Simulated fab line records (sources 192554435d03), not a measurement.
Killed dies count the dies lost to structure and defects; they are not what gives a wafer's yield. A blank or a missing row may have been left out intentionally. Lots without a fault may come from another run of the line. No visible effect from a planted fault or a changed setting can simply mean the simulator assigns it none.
fab line records + flow n5Finfet
record:
- lots: 4
- wafers: 12
- lastDay: 17
route steps=1938 shown MOL_CONTACT_COAG@577 BEOL_M4@1111 PASSIVATION@1936
lots untouched by any fault: they come from a run of this same line in which no faults occurred
startH: hours from the record's opening day to when the first of the lot's shown wafers began + waitH: how many hours have passed since the lot's step before this one + " as in the row above + L1.1+2: a single row standing in for several wafers + - no value, or no start given + * or withheld: withheld + < > ~ a bound
route shown NAME@n: names a module that has steps shown in the file, with the first one's number in the route + usual: average and standard deviation across the fault-free wafers + same: alike in all rows + chamber/n: place in a boat + sites: readings site by site + _std_site: standard deviation of those values + _edge_site: mean of outer sites minus mean of inner sites + radiusMm: how far each site lies from the wafer's centre + mask NAME#n: copy n + behind: the most recent tool/chamber to have shaped the wafer + hold: why the lot went on hold/how many hours it stayed there/how the hold came to an end + device: the transistor (n, p or np) that didn't switch + end of line: the same wafers' tests at the end of the route + a step given without rows: its recipe and nothing more + killed: dies that structure and defects cost at the first sort, which is not the same as the wafer's yield + map: a wafer's dies, x killed, . not, _ none there
set.NAME: setting as actually run; set.NAME@STEP: the setting as run at that earlier step + model.NAME: the simulator's own value behind a step, which no gauge read
lots at some steps of the route; a table a step, a row a wafer
services: the hour from which a tool's chamber was out of use, counted from the record's first day as startH (under 0 if before that day), plus the number of hours and why
== steps ==
step: N5_MOL_CONTACT_COAG_ETCH_89
recipe:
- chemistry: N2/H2
- target: underlayer
- targetDepthA: 130
- maskMaterial: CAR-EUV
- timeS: 10.4
- ionEnergyEv: 200
- pressureMtorr: 30
- sourceW: 840
- biasW: 150
- n2FlowSccm: 200
- h2FlowSccm: 200
- ends: cleared
step: N5_MOL_CONTACT_COAG_ETCH_90
recipe:
- chemistry: CF4
- target: SiARC
- targetDepthA: 130
- maskMaterial: CAR-EUV
- timeS: 21.7
- ionEnergyEv: 80
- pressureMtorr: 40
- sourceW: 545
- biasW: 36
- Ar_flow_sccm: 100
- cf4FlowSccm: 100
- ends: cleared
step: N5_MOL_CONTACT_COAG_ALD_131
recipe:
- material: SiO2
- targetThkA: 50
- tempC: 100
- aldPrecursorFamily: BDEAS
- aldCoReactant: O2-plasma
- pulseTimeS: 1
- coReactantPulseTimeS: 1
- purgeTimeS: 2
- coReactantPurgeTimeS: 2
- aldCycles: 35
- pressureTorr: 2
step: N5_MOL_CONTACT_COAG_ETCHBACK_132
recipe:
- chemistry: CHF3
- target: SiO2
- targetDepthA: 100
- timeS: 6.7
- ionEnergyEv: 200
- pressureMtorr: 30
- sourceW: 610
- biasW: 170
- Ar_flow_sccm: 200
- CHF3_flow_sccm: 50
step: N5_MOL_CONTACT_COAG_ETCH_91
recipe:
- chemistry: N2/H2
- target: SOC
- targetDepthA: 600
- overetchA: 210
- maskMaterial: SiARC
- tempC: 40
- timeS: 101.2
- ionEnergyEv: 200
- pressureMtorr: 30
- sourceW: 840
- biasW: 150
- n2FlowSccm: 200
- h2FlowSccm: 200
step: N5_MOL_CONTACT_COAG_STRIP_92
recipe:
- chemistry: N2/H2
- tempC: 40
- n2FlowSccm: 200
- h2FlowSccm: 200
- rfFrequencyHz: 6e+07
step: N5_MOL_CONTACT_COAG_STRIP_93
recipe:
- chemistry: N2/H2
- tempC: 40
- n2FlowSccm: 200
- h2FlowSccm: 200
- rfFrequencyHz: 6e+07
step: N5_MOL_CONTACT_COAG_ETCHBACK_135
recipe:
- chemistry: CHF3
- target: SiO2
- targetDepthA: 250
- timeS: 16.7
- ionEnergyEv: 200
- pressureMtorr: 30
- sourceW: 610
- biasW: 170
- Ar_flow_sccm: 200
- CHF3_flow_sccm: 50
step: N5_MOL_CONTACT_COAG_STRIP_118
recipe:
- chemistry: CHF3
- resist: SiARC
- rfFrequencyHz: 6e+07
step: N5_MOL_CONTACT_COAG_VIA_ETCH_46
recipe:
- chemistry: C4F6/O2
- targetDepthA: 460
- overetchA: 92
- maskMaterial: SOC
- target: SiO2
- biasW: 455
- pressureMtorr: 10
- timeS: 40
- sourceW: 325
- Ar_flow_sccm: 300
- C4F6_flow_sccm: 10
- O2_flow_sccm: 10
- ionEnergyEv: 575.3
- ends: endPoint
step: N5_MOL_CONTACT_COAG_STRIP_96
recipe:
- chemistry: N2/H2
- powerW: 500
- tempC: 40
- pressureMtorr: 50
- rfFrequencyHz: 6e+07
- overashFraction: 0.3
- biasPowerW: 28
- h2Frac: 0.5
- n2FlowSccm: 300
- h2FlowSccm: 300
step: N5_MOL_CONTACT_COAG_ETCH_47
recipe:
- chemistry: CH3F/O2
- target: SiNx
- targetDepthA: 270
- maskMaterial: SiO2
- stopOn: W
- overEtchFrac: 0.2
- ionEnergyEv: 120
- endpoint: OES-CN
- pressureMtorr: 30
- sourceW: 395
- biasW: 73
- Ar_flow_sccm: 150
- CH3F_flow_sccm: 30
- O2_flow_sccm: 20
- ends: endPoint
step: N5_MOL_CONTACT_COAG_STRIP_119
recipe:
- chemistry: N2/H2
- timeS: 30
- powerW: 1000
- tempC: 250
- pressureMtorr: withheld
- n2FlowSccm: 1750
- h2FlowSccm: 3250
usual:
- drypumpMotorCurrentA: 5.49/0.19
- heaterPowerW: 308/17
| lot.wafer | tool           | chamber | startH | waitH | drypumpMotorCurrentA | heaterPowerW | rfHoursCounterH |
|-----------|----------------|---------|--------|-------|----------------------|--------------|-----------------|
| L190.1    | plasmaAsher-01 | 0       | 169.74 | 0.1   | 5.67                 | 275          | 56              |
| L190.4    | "              | 0       | "      | "     | 5.67                 | 288          | -               |
| L190.5    | "              | 1       | "      | "     | 5.49                 | 296          | -               |
| L194.2    | plasmaAsher-02 | 1       | 190.53 | 0.1   | 5.61                 | 313          | 110             |
| L194.3    | "              | 0       | "      | "     | 5.15                 | 323          | -               |
| L194.5    | "              | 0       | "      | "     | 5.14                 | 323          | -               |
| L200.1    | plasmaAsher-01 | 0       | 227.69 | 0.1   | 5.68                 | 273          | 66              |
| L200.3    | "              | 0       | "      | "     | 5.66                 | 281          | -               |
| L200.4    | "              | 1       | "      | "     | 5.48                 | 306          | -               |
| L201.1    | plasmaAsher-01 | 0       | 232.40 | 0.1   | 5.64                 | 285          | 66              |
| L201.3    | "              | 1       | "      | "     | 5.50                 | 307          | -               |
| L201.6    | "              | 0       | "      | "     | 5.64                 | 278          | -               |
step: N5_MOL_CONTACT_COAG_PRECLEAN_144
recipe:
- chemistry: alkalineClean
- tempC: 60
- timeS: 60
- doPpb: 50
step: N5_MOL_CONTACT_COAG_SRD_145
recipe:
- dry: ipaMarangoni
- timeS: 30
- tempC: 23
- rinseLiquid: diw
step: N5_MOL_CONTACT_COAG_COAT_62
recipe:
- resist: SOC
- tempC: 250
- timeS: 60
- spinRpm: 1500
- resistThkNm: 60
step: N5_MOL_CONTACT_COAG_COAT_63
recipe:
- resist: SiARC
- tempC: 220
- timeS: 60
- spinRpm: 1500
- resistThkNm: 10
step: N5_MOL_CONTACT_COAG_COAT_64
recipe:
- resist: underlayer
- tempC: 205
- timeS: 60
- spinRpm: 1500
- resistThkNm: 10
step: N5_MOL_CONTACT_COAG_COAT_34
recipe:
- resist: CAR-EUV
- spinRpm: 1500
- resistThkNm: 40
step: N5_MOL_CONTACT_COAG_EBR_36
recipe:
- solvent: PGMEA
- ebrWidthMm: 1.5
step: N5_MOL_CONTACT_COAG_SOFTBAKE_35
recipe:
- tempC: 110
- timeS: 60
- resist: CAR-EUV
step: N5_MOL_CONTACT_COAG_EXPOSE_37
recipe:
- maskId: VD
- na: 0.33
- sourceShape: annular
- sigmaInner: 0.3
- sigmaOuter: 0.7
- polarization: unpolarized
- defocusNm: 0
- doseMj: 62
step: N5_MOL_CONTACT_COAG_PEB_38
recipe:
- pebTempC: 100
- pebTimeS: 60
- resist: CAR-EUV
step: N5_MOL_CONTACT_COAG_DEVELOP_39
recipe:
- developTimeS: 30
- developer: TMAH
- resist: CAR-EUV
- rinseLiquid: surfactantRinse
- dry: airSpin
- devTempC: 23
step: N5_MOL_CONTACT_COAG_INSPECT_42
recipe:
- mode: adi
- inspectInstrument: brightfield
usual:
- rawDefectCount: 206/53
| lot.wafer | tool             | chamber | startH | waitH | rawDefectCount |
|-----------|------------------|---------|--------|-------|----------------|
| L190.1    | defectInspect-02 | -       | 170.42 | 0.1   | 268            |
| L190.4    | "                | -       | "      | "     | 186            |
| L190.5    | "                | -       | "      | "     | 201            |
| L194.2    | defectInspect-01 | -       | 191.21 | 0.0   | 312            |
| L194.3    | "                | -       | "      | "     | 267            |
| L194.5    | "                | -       | "      | "     | 282            |
| L200.1    | defectInspect-02 | -       | 228.39 | 0.1   | 150            |
| L200.3    | "                | -       | "      | "     | 121            |
| L200.4    | "                | -       | "      | "     | 828            |
| L201.1    | defectInspect-01 | -       | 233.08 | 0.1   | 187            |
| L201.3    | "                | -       | "      | "     | 824            |
| L201.6    | "                | -       | "      | "     | 194            |
step: N5_MOL_CONTACT_COAG_DESCUM_45
recipe:
- chemistry: O2
- timeS: 7
- sourcePowerW: 50
- biasPowerW: 20
- pressureMtorr: 20
- rfFrequencyHz: 2.712e+07
- tempC: 40
- resist: CAR-EUV
- o2FlowSccm: 225
step: N5_BEOL_M4_RC_MEAS_101
usual:
- DIBL_N: 37.5/1.9
- DIBL_P: 37.3/2.4
- IOFF_N: 0.18/0.038
- IOFF_P: 0.23/0.045
- ION_N: 677/11
- ION_P: 464/8.1
- SS_N: 72.0/0.68
- SS_P: 73.5/0.77
- VT_N: 249/3.3
- VT_P: -249/3.6
| lot.wafer | tool      | chamber | startH | waitH | DIBL_N[mV/V] | DIBL_P[mV/V] | IOFF_N[nA/um] | IOFF_P[nA/um] | ION_N[uA/um] | ION_P[uA/um] | SS_N[mV/dec] | SS_P[mV/dec] | VT_N[mV] | VT_P[mV] |
|-----------|-----------|---------|--------|-------|--------------|--------------|---------------|---------------|--------------|--------------|--------------|--------------|----------|----------|
| L190.1    | prober-01 | 0       | 227.59 | 0.0   | 38.5         | 36.0         | 0.19          | 0.24          | 675          | 466          | 72.9         | 74.3         | 247      | -247     |
| L190.4    | "         | 0       | "      | "     | 35.0         | 33.6         | 0.13          | 0.20          | 654          | 460          | 70.5         | 73.0         | 254      | -248     |
| L190.5    | "         | 0       | "      | "     | 37.2         | 35.0         | 0.17          | 0.23          | 692          | 468          | 72.1         | 72.0         | 248      | -247     |
| L194.2    | prober-01 | 0       | 267.32 | 0.2   | 38.2         | 38.2         | 0.20          | 0.30          | 683          | 469          | 71.8         | 74.6         | 247      | -245     |
| L194.3    | "         | 0       | "      | "     | 36.3         | 35.0         | 0.16          | 0.22          | 680          | 463          | 71.1         | 73.1         | 250      | -247     |
| L194.5    | "         | 0       | "      | "     | 38.7         | 38.3         | 0.21          | 0.31          | 700          | 482          | 72.2         | 73.4         | 244      | -242     |
| L200.1    | prober-01 | 0       | 298.39 | 0.0   | 37.8         | 36.8         | 0.19          | 0.25          | 676          | 465          | 72.2         | 74.0         | 249      | -248     |
| L200.3    | "         | 0       | "      | "     | 34.4         | 32.8         | 0.14          | 0.19          | 676          | 471          | 71.4         | 72.0         | 252      | -250     |
| L200.4    | "         | 0       | "      | "     | 40.5         | 40.1         | 0.26          | 0.31          | 683          | 470          | 73.5         | 74.0         | 244      | -245     |
| L201.1    | prober-02 | 0       | 300.23 | 0.0   | 35.0         | 34.4         | 0.13          | 0.17          | 669          | 457          | 71.8         | 72.3         | 257      | -253     |
| L201.3    | "         | 0       | "      | "     | 34.7         | 34.7         | 0.13          | 0.19          | 652          | 452          | 71.9         | 72.2         | 253      | -251     |
| L201.6    | "         | 0       | "      | "     | 36.7         | 38.3         | 0.16          | 0.22          | 681          | 466          | 71.7         | 73.1         | 252      | -250     |
step: N5_PASSIVATION_PROBE_49
usual:
- defectLimitedYield: 91.2/1.5
- killed_at_M0_to_M3: 31/10
- killed_at_M4_up: 15/5.9
- killedAtContacts: 13/6
- killedAtFrontEnd: 41/11
- killedAtOther: 4/3.1
- killedDies: 104/18
- killedOpen: 68/13
- killedShort: 33/8.1
- sort_bin_4_leakage: 0.00/0.03
- sort_bin_5_function: 5.1/1.1
- sort_bin_6_memory: 3.2/0.69
- sortNPass: 1076/18
- sortYieldPct: 91.2/1.5
same:
- grossDies: 1180
- killedAtBackSide: 0
- sort_bin_8_speed[%]: 0
| lot.wafer | tool      | chamber | startH | waitH | defectLimitedYield[%] | killed_at_M0_to_M3 | killed_at_M4_up | killedAtContacts | killedAtFrontEnd | killedAtOther | killedDies | killedOpen | killedShort | sort_bin_4_leakage[%] | sort_bin_5_function[%] | sort_bin_6_memory[%] | sortNPass | sortYieldPct[%] |
|-----------|-----------|---------|--------|-------|-----------------------|--------------------|-----------------|------------------|------------------|---------------|------------|------------|-------------|-----------------------|------------------------|----------------------|-----------|-----------------|
| L200.4    | prober-01 | -       | 394.51 | 0.2   | 82.4                  | 16                 | 13              | 138              | 40               | 1             | 208        | 52         | 23          | 0.17                  | 11.4                   | 3.8                  | 970       | 82.2            |
| L201.3    | prober-02 | -       | 401.18 | 0.1   | 79.2                  | 33                 | 14              | 141              | 55               | 2             | 245        | 70         | 48          | 0                     | 13.1                   | 5.8                  | 935       | 79.2            |
killed by level:class
L200.4 MOL_CONTACT_COAG:unspecified=132 STI_FIN_REVEAL:geometricParticle:open=12 FIN_SAQP:geometricParticle:open=11 BEOL_M0_SAQP:geometricParticle:short=6 GATE_CUT:geometricParticle:short=4 MOL_CONTACT_COAG:geometricParticle:open=4 BEOL_M0_SAQP:geometricParticle:open=4 BEOL_M4:geometricParticle:open=4
L201.3 MOL_CONTACT_COAG:unspecified=127 STI_FIN_REVEAL:geometricParticle:open=19 FIN_SAQP:geometricParticle:short=15 MOL_CONTACT_COAG:geometricParticle:open=11 BEOL_M0_SAQP:geometricParticle:short=10 BEOL_M4:geometricParticle:open=9 BEOL_M0_SAQP:geometricParticle:open=8 GATE_CUT:geometricParticle:short=5
map L200.4 (x killed, . not)
_________________......xxx...________________
______________.........x........_____________
___________........................__________
__________.........................._________
________.............................._______
_______.x..x....x......................______
______x...x............................._____
_____...................x...........x...x____
____x..x..................................___
___..............x..xx..........x..........__
___...x..........xxx....xx...........x..x..__
__.....x........xxxx.xx.x..............x...._
__..........x..xxxxxxxxxx...........x......._
_...........xxxxxxxxxxxxxxx.x.x..............
_......x.....xxxxxxxxxxxxx...................
_...x......x.xxxxxxxxxxxxxx..................
_x......x..xxxxxxxxxxxxxxxx.x................
_.x.......x..xxxxxxxxxxxxxx.............x....
_............xxxxxxxxxxxxx...................
_..............xxxxxxxxxxx...................
_............x.xxxxxxxxx.x.x...x....x........
__.x.......x.....x.x.x.....x...............x_
__..................xx.x..x..x.x............_
___....x......x......x..x..x.x.........x...__
___........x...............................__
____.................x.........x..........___
_____.............x......................____
______x.......x..x...x.....x............_____
_______.....x.....................x....______
________............x................._______
__________x.x.....x...x............._________
___________........................__________
______________.....x......x....._____________
_________________..xx........________________
map L201.3 (x killed, . not)
_________________.......x..x.________________
______________..............x..._____________
___________...................x....__________
__________..............x....x......_________
________x..xx......xx................._______
_______............x......x....x......x______
______.....x.x................x..xx....._____
_____.x........xx...x............xx.....x____
____..x........x......x...................___
___.......x.x....x..x..x....x..............__
___.x......x.x..x.x.x..x........x........x.__
__.....x.......x.x.xxxxx....x..............._
__..........x.xxxxxxxxxxxx.x.....x.x........_
_...x.....x...xxxxxxxxxxxx.x.................
_............xxxxxxxxxxxxxx................x.
_.........xxxxxxxxxxxxxxxxx..x......x........
_.....x.......x.xxxxxxxxxx..xx........x......
_............xxxxxxxxxxxxx.............x.x...
_.....x.....xx.xxxxxxxxxx.............xx.x...
_...........xxxxxxxxxxxxx.......x...........x
_.x............xxx.xxxxxx......x.x...........
__.........x.xxxxxxx....x...............x..._
__......xx.x...........x..............x....._
___.x................x......x..xx..x..x.x..__
___.x.x...........x.x..............x.x.....__
____..............x................x......___
_____.......xx......x....x......x........____
______..x..............................._____
_______.....x....x....x..............x.______
________...x.........................._______
__________............x............._________
___________..............xx.x......__________
______________x....xxxx........._____________
_________________x..........x________________
== services ==
| tool           | chamber | startH | hours | kind   |
|----------------|---------|--------|-------|--------|
| plasmaAsher-01 | -       | 194.37 | 3.4   | repair |
== key ==
firstSign:
- step: N5_MOL_CONTACT_COAG_INSPECT_42
- reading: rawDefectCount
- direction: up
- sigmas: 12
- usual: 206
- struck: 826
effect:
- step: N5_PASSIVATION_PROBE_49
- reading: killedAtContacts
- direction: up
- sigmas: 21
- usual: 13
- struck: 140
moreKillsBornAt:
- N5_MOL_CONTACT_COAG_STRIP_119@plasmaAsher-01: 259
metAt N5_MOL_CONTACT_COAG_STRIP_119
struckWafers L200.4,L201.3
onsetBetween 169.74 227.69
fault:
- kind: chamberParticleSource
- tool: plasmaAsher-01
- chamber: 1
- onsetH: 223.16
- steps: N5_MOL_CONTACT_COAG_STRIP_119
- ratePerVisitCm2: 1.02
- endH: 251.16
